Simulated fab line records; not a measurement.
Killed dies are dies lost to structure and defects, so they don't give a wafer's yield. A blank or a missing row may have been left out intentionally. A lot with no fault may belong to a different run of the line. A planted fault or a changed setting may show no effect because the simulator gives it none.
Code-filled problem report in 8D (eight disciplines) form | flow nand_harc | the parts of the form that need people (team, actions taken, sign-off) are left out

## 1. THE PROBLEM
killed_at_periphery at NHARC_END_SORT_01 reads a mean of 405.0 on 1 wafer of 1 lot; wafers without a fault read 3.9 with a standard deviation of 2.5. So: +99 or more standard deviations from the usual mean.
First seen on wafer L629.2, day 30 18:38, on prober-01. Wafers with a number at this step in the record: 12, from 4 lots. Rule for "out" (also "out of limits"): further than 4 standard deviations from the usual mean. The other wafers with a number count as sound.

## 2. WHAT IT IS AND WHAT IT IS NOT
question                    | is                                                                                                                                                      | is not
which readings at this step | killed_at_periphery, defect_limited_yield, killed_dies, sort_bin_2_pct, sort_bin_3_pct, sort_bin_4_pct, sort_n_pass, sort_rim_yield_pct, sort_yield_pct | killed_at_array, killed_at_other, killed_open, killed_short
which lots                  | L629                                                                                                                                                    | L617, L625, L628
which wafers of those lots  | L629.2                                                                                                                                                  | L629.1, L629.6
read on which gauges        | prober-01                                                                                                                                               | prober-02
when                        | from day 30 18:38                                                                                                                                       | up to then (8 sound wafers); but 3 sound wafers of L628, L629 came after

## 3. SUSPECTS, AND WHAT RULES EACH OUT
Counting: if a tool at a process step up to the reading ran every lot that is out, it stays a suspect. Sound lots after the first of them don't rule it out here, since some wafers of a struck lot are sound.
- the gauge at NHARC_END_SORT_01: kept. All the wafers that are out were read on prober-01, and no step on other tools shows them out.
- cmp-01 at NHARC_P_BONDPAD_CMP_32 (polishes SiCN, target thk 200 nm): kept. It ran the lot that is out, L629 (day 12 17:38); its last sound lot up to then is L625 (day 11 09:01).
- rie_diel-10 at NHARC_THIN_TSV_DESCUM_14 (chemistry O2, time 3 s): kept. It ran the lot that is out, L629 (day 29 20:23); its last sound lot up to then is L625 (day 27 15:32).
- pvd_sputter-01 at NHARC_THIN_TSV_PRE_CLEAN_50 (time 30 s): kept. It ran the lot that is out, L629 (day 30 17:50); its last sound lot up to then is L617 (day 25 11:55). NHARC_THIN_TSV_PRE_CLEAN_50: start missing for some lots; hours and lot order therefore follow NHARC_END_SORT_01.
- Within cmp-01 at NHARC_P_BONDPAD_CMP_32: the wafers that are out ran in chamber 2; their sound lot-mates ran in chambers 0, 1.
- Within rie_diel-10 at NHARC_THIN_TSV_DESCUM_14, the wafers that are out were processed in chamber 3 and their sound lot-mates in chamber 0.
Left after counting: cmp-01 at NHARC_P_BONDPAD_CMP_32, rie_diel-10 at NHARC_THIN_TSV_DESCUM_14, pvd_sputter-01 at NHARC_THIN_TSV_PRE_CLEAN_50, prober-01 at NHARC_END_SORT_01.

## 4. THE CAUSE (what the simulator had put in)
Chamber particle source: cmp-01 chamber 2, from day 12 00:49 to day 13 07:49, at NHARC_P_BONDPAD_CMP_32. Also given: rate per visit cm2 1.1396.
Counting left 4 suspects, and this tool is among them.

## 5. THE CHAIN OF EFFECTS, in route order
One row per reading whose mean, taken over the struck wafers that have a number, lies over 3 standard deviations from the usual. Scope: only readings with a usual standard deviation given in the record; hours: median across lots of the time from each lot's start at the first step in this table that gives one to its start at this step; sigmas: change in usual standard deviations.
hours | step              | reading              | usual | on struck wafers | change | sigmas
0     | NHARC_END_SORT_01 | defect_limited_yield | 91 %  | 32               | -59    | -17
0     | NHARC_END_SORT_01 | killed_at_periphery  | 3.9   | 405.0            | +401.1 | +99 or more
0     | NHARC_END_SORT_01 | killed_dies          | 59    | 461              | +402   | +17
0     | NHARC_END_SORT_01 | sort_bin_2_pct       | 3.0 % | 24.7             | +21.7  | +16
0     | NHARC_END_SORT_01 | sort_bin_3_pct       | 0.7 % | 5.0              | +4.3   | +9.6
0     | NHARC_END_SORT_01 | sort_bin_4_pct       | 5.0 % | 38.4             | +33.4  | +18
0     | NHARC_END_SORT_01 | sort_n_pass          | 618   | 216              | -402   | -17
0     | NHARC_END_SORT_01 | sort_rim_yield_pct   | 92 %  | 34               | -58    | -15
0     | NHARC_END_SORT_01 | sort_yield_pct       | 91 %  | 32               | -59    | -17

## 6. WHAT WOULD HAVE CAUGHT IT SOONER
450 hours passed between the start of the fault at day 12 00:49 and the first reading out of limits at a measuring or inspecting step in this record, taken at day 30 18:38.
An alarm limit of 4 standard deviations would not have fired on the tool readings at NHARC_P_BONDPAD_CMP_32 for which the record gives a usual standard deviation, since none of them was out on any struck wafer.
The start of NHARC_P_BONDPAD_CMP_32 on cmp-01 came by day 30 18:38 for every one of the lots that are out (1). None of them would have been spared by holding the tool at that moment.
